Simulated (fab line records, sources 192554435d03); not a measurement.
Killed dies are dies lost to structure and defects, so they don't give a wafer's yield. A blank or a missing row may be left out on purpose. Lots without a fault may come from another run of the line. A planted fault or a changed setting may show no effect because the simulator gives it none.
Which tool did it? | flow n5_finfet | 9 lots, 26 wafers sampled, at 7 steps of a route of 1938

WHAT THE GAUGES READ, wafer by wafer
N5_BEOL_M2_RS_MEAS_58: measures by four-point-probe.
lot  | measured     | on            | M2_RS (ohm/sq)
L812 | day 7 07:50  | film_metro-02 | 0.68 0.67 0.73
L813 | day 7 11:10  | film_metro-01 | 0.67 0.69 0.65
L815 | day 8 04:00  | film_metro-02 | 0.69 0.70 0.67
L816 | day 8 07:08  | film_metro-01 | 0.63 0.69 0.64
L817 | day 8 10:05  | film_metro-02 | 0.67 0.72 0.63
L826 | day 10 21:30 | film_metro-02 | 0.67 0.70 0.68
L831 | day 11 16:56 | film_metro-01 | 0.66 0.74 0.70
L832 | day 12 05:10 | film_metro-02 | 0.65 0.66
L833 | day 12 09:20 | film_metro-02 | 0.68 0.70 0.66

N5_BEOL_M3_CD_MEAS_11: target cd 17.05 nm.
lot  | measured     | on        | cd_nm (nm)
L812 | day 7 08:28  | cd_sem-03 | 17.22 16.91 16.70
L813 | day 7 12:16  | cd_sem-01 | 16.74 16.77 16.98
L815 | day 8 05:16  | cd_sem-01 | 16.84 17.30 16.82
L816 | day 8 08:07  | cd_sem-01 | 13.47 12.99 13.22
L817 | day 8 11:13  | cd_sem-03 | 14.03 14.29 14.63
L826 | day 10 22:59 | cd_sem-01 | 17.13 17.13 17.09
L831 | day 11 19:09 | cd_sem-01 | 17.25 17.04 16.68
L832 | day 12 06:17 | cd_sem-03 | 17.15 16.57
L833 | day 12 10:02 | cd_sem-03 | 16.89 16.92 17.09

N5_BEOL_M3_CD_MEAS_18: pitch 36 nm, target cd 18 nm.
lot  | measured     | on        | cd_nm (nm)
L812 | day 7 09:24  | cd_sem-03 | 17.6 17.5 17.2
L813 | day 7 13:12  | cd_sem-03 | 17.7 18.0 18.4
L815 | day 8 05:49  | cd_sem-01 | 17.7 18.2 18.5
L816 | day 8 08:46  | cd_sem-03 | 13.6 14.4 13.9
L817 | day 8 12:13  | cd_sem-03 | 15.3 15.1 15.9
L826 | day 10 23:32 | cd_sem-02 | 18.4 17.9 18.1
L831 | day 11 19:42 | cd_sem-01 | 17.9 17.8 18.4
L832 | day 12 06:50 | cd_sem-02 | 18.0 17.6
L833 | day 12 10:38 | cd_sem-02 | 18.1 17.9 18.5

N5_BEOL_M4_RC_MEAS_101.
lot  | measured     | on        | DIBL_N (mV/V)  | DIBL_P (mV/V)  | IOFF_N (nA/um)    | IOFF_P (nA/um) | ION_N (uA/um) | ION_P (uA/um) | SS_N (mV/dec)  | SS_P (mV/dec)  | VT_N (mV)   | VT_P (mV)
L812 | day 8 06:20  | prober-01 | 36.9 36.2 36.3 | 35.9 35.2 34.8 | 0.156 0.148 0.152 | 0.20 0.19 0.18 | 667 675 658   | 456 457 453   | 71.5 71.4 71.5 | 72.8 73.0 72.6 | 250 251 253 | -250 -252 -252
L813 | day 8 08:42  | prober-02 | 33.6 35.6 36.6 | 32.4 35.8 36.9 | 0.118 0.147 0.173 | 0.18 0.22 0.24 | 668 680 691   | 461 471 471   | 71.4 72.0 72.1 | 72.6 73.4 73.4 | 257 251 248 | -248 -249 -249
L815 | day 9 00:53  | prober-02 | 34.6 36.3 35.7 | 34.7 36.2 35.8 | 0.141 0.157 0.162 | 0.19 0.21 0.21 | 683 676 677   | 467 466 469   | 70.9 72.1 71.3 | 72.6 73.3 72.5 | 250 249 249 | -252 -250 -249
L826 | day 11 15:29 | prober-01 | 34.6 34.1 37.3 | 33.0 32.4 36.1 | 0.133 0.122 0.177 | 0.17 0.16 0.21 | 675 666 684   | 462 459 467   | 70.8 71.0 71.5 | 72.3 72.4 74.1 | 248 252 248 | -253 -255 -251
L831 | day 12 17:18 | prober-01 | 37.1 36.9 38.5 | 36.9 37.2 39.3 | 0.177 0.184 0.213 | 0.26 0.28 0.31 | 686 691 702   | 476 481 479   | 72.1 71.4 72.2 | 73.8 73.1 73.5 | 245 248 244 | -245 -241 -241
L832 | day 13 12:38 | prober-02 | 35.6 34.5      | 36.6 34.6      | 0.159 0.131       | 0.20 0.17      | 674 664       | 456 456       | 71.3 71.1      | 72.6 73.1      | 247 252     | -252 -255
L833 | day 13 18:02 | prober-02 | 37.1 37.5 37.6 | 37.1 37.7 37.6 | 0.173 0.192 0.198 | 0.30 0.32 0.31 | 677 689 686   | 479 481 473   | 71.4 72.1 72.0 | 73.3 73.7 74.3 | 246 247 245 | -241 -242 -244

WHICH TOOL RAN EACH LOT (tool, then ch and the chambers of the sampled wafers, then the start)
lot  | N5_BEOL_M2_SPUTTER_94        | N5_BEOL_M3_EXPOSE_08              | N5_BEOL_M3_ETCH_74
L812 | pvd_sputter-02, day 7 06:34  | euv_scanner-02 ch 0, day 7 08:21  | rie_diel-04 ch 0,1,2, day 7 08:59
L813 | pvd_sputter-02, day 7 09:54  | euv_scanner-01 ch 0, day 7 12:09  | rie_diel-03 ch 0,2,3, day 7 12:26
L815 | pvd_sputter-01, day 8 02:40  | euv_scanner-01 ch 0, day 8 05:08  | rie_diel-05 ch 0,2,3, day 8 05:25
L816 | pvd_sputter-03, day 8 05:36  | euv_scanner-01 ch 0, day 8 08:00  | rie_diel-03 ch 1,2, day 8 08:16
L817 | pvd_sputter-03, day 8 08:47  | euv_scanner-01 ch 0, day 8 11:05  | rie_diel-05 ch 0,3, day 8 11:49
L826 | pvd_sputter-01, day 10 20:04 | euv_scanner-02 ch 0, day 10 22:53 | rie_diel-05 ch 0,2,3, day 10 23:09
L831 | pvd_sputter-03, day 11 15:37 | euv_scanner-02 ch 0, day 11 19:01 | rie_diel-05 ch 0,3, day 11 19:18
L832 | pvd_sputter-02, day 12 03:53 | euv_scanner-02 ch 0, day 12 06:09 | rie_diel-04 ch 1,2, day 12 06:26
L833 | pvd_sputter-02, day 12 08:01 | euv_scanner-02 ch 0, day 12 09:55 | rie_diel-05 ch 0,2, day 12 10:14
- N5_BEOL_M2_SPUTTER_94: material Cu, target thk 4.5 nm, time 8.29 s.
- N5_BEOL_M3_EXPOSE_08: exposes mask M3.
- N5_BEOL_M3_ETCH_74: etches underlayer in N2/H2, target depth 6.5 nm, time 5.2 s.

WHAT THE TOOLS THEMSELVES READ (means of the sampled wafers that have a number; where no wafer has one, the mark that the record gives instead)
N5_BEOL_M2_SPUTTER_94.
lot  | tool           | chuck_sensor_temp_C (C) | substrate_temp_c (C) | throttle_valve_pct (%)
L812 | pvd_sputter-02 | -15.9                   | -20.03               | 29.8
L813 | pvd_sputter-02 | -15.9                   | -20.03               | 29.5
L815 | pvd_sputter-01 | -16.0                   | -20.00               | 29.2
L816 | pvd_sputter-03 | -16.1                   | -20.15               | 29.8
L817 | pvd_sputter-03 | -15.8                   | -20.02               | 30.9
L826 | pvd_sputter-01 | -16.0                   | -19.89               | 28.7
L831 | pvd_sputter-03 | -16.1                   | -20.15               | 29.4
L832 | pvd_sputter-02 | -15.9                   | -19.88               | 29.0
L833 | pvd_sputter-02 | -15.9                   | -20.02               | 29.5

N5_BEOL_M3_EXPOSE_08.
lot  | tool           | exposure_dose_mJ_cm2
L812 | euv_scanner-02 | 32.92
L813 | euv_scanner-01 | 32.95
L815 | euv_scanner-01 | 32.97
L816 | euv_scanner-01 | 28.18
L817 | euv_scanner-01 | 29.09
L826 | euv_scanner-02 | 32.93
L831 | euv_scanner-02 | 33.01
L832 | euv_scanner-02 | 32.94
L833 | euv_scanner-02 | 32.96

N5_BEOL_M3_ETCH_74.
lot  | tool        | drypump_motor_current_A (A) | etch_rf_on_time_s (s) | oes_product_au (a.u.) | rf_vpp_V (V) | showerhead_plenum_p_Torr (Torr) | throttle_valve_pct (%)
L812 | rie_diel-04 | 5.5                         | 5.12                  | 0.62                  | 522.5        | 2.45                            | 18.0
L813 | rie_diel-03 | 5.9                         | 5.17                  | 0.61                  | 522.8        | 2.54                            | 17.9
L815 | rie_diel-05 | 5.4                         | 5.14                  | 0.65                  | 525.0        | 2.55                            | 17.4
L816 | rie_diel-03 | 5.5                         | 5.21                  | 0.71                  | 526.7        | 2.68                            | 18.0
L817 | rie_diel-05 | 5.4                         | 5.15                  | 0.70                  | 524.0        | 2.54                            | 17.3
L826 | rie_diel-05 | 5.4                         | 5.13                  | 0.70                  | 525.6        | 2.55                            | 17.3
L831 | rie_diel-05 | 5.2                         | 5.16                  | 0.77                  | 523.2        | 2.51                            | 17.2
L832 | rie_diel-04 | 5.7                         | 5.24                  | 0.59                  | 523.0        | 2.46                            | 18.1
L833 | rie_diel-05 | 5.6                         | 5.16                  | 0.75                  | 525.0        | 2.57                            | 17.1

THE ANSWER, worked out from the rows above alone
Rule: what is usual is taken from the lots themselves. Put in order of their means at a reading, lots are off if they are a third of the lots or fewer, leave a main group of 4 or more, and stand apart from it by a gap of 3 or more times the standard deviation of the main group's means; of several such gaps the widest counts. A main group whose means are all the same, to the digits that the tables above print for the reading, isn't used. A lot without any number at a reading at which 4 lots or more have one is off too. The other lots that the step has rows for count as sound. The gauges are gone through in route order, then the tools' own readings, and for those a lot's mean is taken as printed above. The first step at which some lot is off is used, and at that step the reading that is off furthest; a lot without a number counts as furthest.
Off: L816, L817, at N5_BEOL_M3_CD_MEAS_11 (cd_nm). The main group: mean 16.96 nm, standard deviation 0.087.
A tool fits if, at a process step before that reading, it ran every lot that is off, and no sound lot after the first of them. The gauges at N5_BEOL_M3_CD_MEAS_11 aren't tried: what is off there is off at N5_BEOL_M3_EXPOSE_08 too, on other tools, and a gauge's error can't cause that. One fits: euv_scanner-01 at N5_BEOL_M3_EXPOSE_08. Its last sound lot is L815 (day 8 05:08), its first lot that is off L816 (day 8 08:00): a fault that began between those two fits.
The tool's own readings at N5_BEOL_M3_EXPOSE_08 bear it out: on the lots that are off they differ by more than 5 times the standard deviation of the sound lots' means. exposure_dose_mJ_cm2 reads 28.63 there against 32.95 on the sound lots.

WHAT THE SIMULATOR HAD PUT IN
Process parameter drift: euv_scanner-01, from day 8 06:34 on, at N5_BEOL_M3_EXPOSE_08. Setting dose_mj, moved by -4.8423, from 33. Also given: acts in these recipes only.
Lots struck among those shown: L816, L817. The rule above found the same.
